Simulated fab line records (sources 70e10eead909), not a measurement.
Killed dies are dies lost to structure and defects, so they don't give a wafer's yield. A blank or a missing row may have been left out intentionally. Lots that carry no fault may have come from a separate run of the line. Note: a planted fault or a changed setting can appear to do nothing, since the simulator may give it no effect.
Which tool is to blame? || flow nandHarc || Sampling: 11 lots, 33 wafers, 2 of 1302 route steps

WHAT EACH GAUGE READ, for each wafer
NHARC_P_GATE_INSPECT_28.
{"lot": "L779", "measured": "day 5 03:08", "on": "defectInspect-02", "rawDefectCount": "4 5 4"}
{"lot": "L783", "measured": "day 6 16:07", "on": "defectInspect-02", "rawDefectCount": "329 341 316"}
{"lot": "L785", "measured": "day 7 12:52", "on": "defectInspect-01", "rawDefectCount": "279 281 321"}
{"lot": "L791", "measured": "day 9 20:40", "on": "defectInspect-02", "rawDefectCount": "3 5 2"}
{"lot": "L792", "measured": "day 10 09:15", "on": "defectInspect-01", "rawDefectCount": "5 7 7"}
{"lot": "L793", "measured": "day 11 02:07", "on": "defectInspect-02", "rawDefectCount": "5 2 7"}
{"lot": "L795", "measured": "day 11 15:49", "on": "defectInspect-02", "rawDefectCount": "7 5 5"}
{"lot": "L797", "measured": "day 12 17:55", "on": "defectInspect-01", "rawDefectCount": "10 11 4"}
{"lot": "L799", "measured": "day 13 06:24", "on": "defectInspect-02", "rawDefectCount": "3 7 6"}
{"lot": "L800", "measured": "day 13 14:37", "on": "defectInspect-02", "rawDefectCount": "7 10 5"}
{"lot": "L801", "measured": "day 15 12:31", "on": "defectInspect-02", "rawDefectCount": "2 2 5"}

WHAT TOOL EACH LOT RAN ON (gives the tool, then ch and the chambers of the sampled wafers, and finally the start)
{"lot": "L779", "NHARC_P_GATE_ETCH_14": "wetBench-01 ch 0,1,4, day 4 12:59"}
{"lot": "L783", "NHARC_P_GATE_ETCH_14": "wetBench-01 ch 0,2,7, day 6 02:05"}
{"lot": "L785", "NHARC_P_GATE_ETCH_14": "wetBench-01 ch 3,4,5, day 6 20:15"}
{"lot": "L791", "NHARC_P_GATE_ETCH_14": "wetBench-01 ch 1,2,4, day 9 06:45"}
{"lot": "L792", "NHARC_P_GATE_ETCH_14": "wetBench-09 ch 3,6,7, day 9 19:39"}
{"lot": "L793", "NHARC_P_GATE_ETCH_14": "wetBench-01 ch 2,3,6, day 10 11:36"}
{"lot": "L795", "NHARC_P_GATE_ETCH_14": "wetBench-07 ch 1,2,3, day 11 02:13"}
{"lot": "L797", "NHARC_P_GATE_ETCH_14": "wetBench-01 ch 2,3,7, day 12 03:46"}
{"lot": "L799", "NHARC_P_GATE_ETCH_14": "wetBench-09 ch 3,4,5, day 12 16:40"}
{"lot": "L800", "NHARC_P_GATE_ETCH_14": "wetBench-01 ch 0,2,3, day 13 00:06"}
{"lot": "L801", "NHARC_P_GATE_ETCH_14": "wetBench-01 ch 3,4,6, day 14 21:58"}
- NHARC_P_GATE_ETCH_14: etches SiO2 in dHF, target depth 48.8 nm.

THE ANSWER, worked out from the rows above alone
Rule: the usual values come from the lots themselves. Put in order of their means at a reading, lots are off if they are a third of the lots or fewer, leave a main group of 4 or more, and stand apart from it by a gap of 3 or more times the standard deviation of the main group's means; of several such gaps the widest counts. If all means in a main group match to the digits the tables above print for the reading, that group is not used. Also off: a lot with no number at a reading for which 4 or more lots have one. The other lots that the step has rows for count as sound.
Off at NHARC_P_GATE_INSPECT_28 (rawDefectCount): L783, L785. For the main group the mean is 5 and the standard deviation 1.7.
If a tool, at a process step before that reading, ran all the lots that are off and no sound lot after the first of them, it fits. Gauges at NHARC_P_GATE_INSPECT_28: tried the same way as those tools. Of those tried, none fits.

WHAT WAS PUT IN BY THE SIMULATOR
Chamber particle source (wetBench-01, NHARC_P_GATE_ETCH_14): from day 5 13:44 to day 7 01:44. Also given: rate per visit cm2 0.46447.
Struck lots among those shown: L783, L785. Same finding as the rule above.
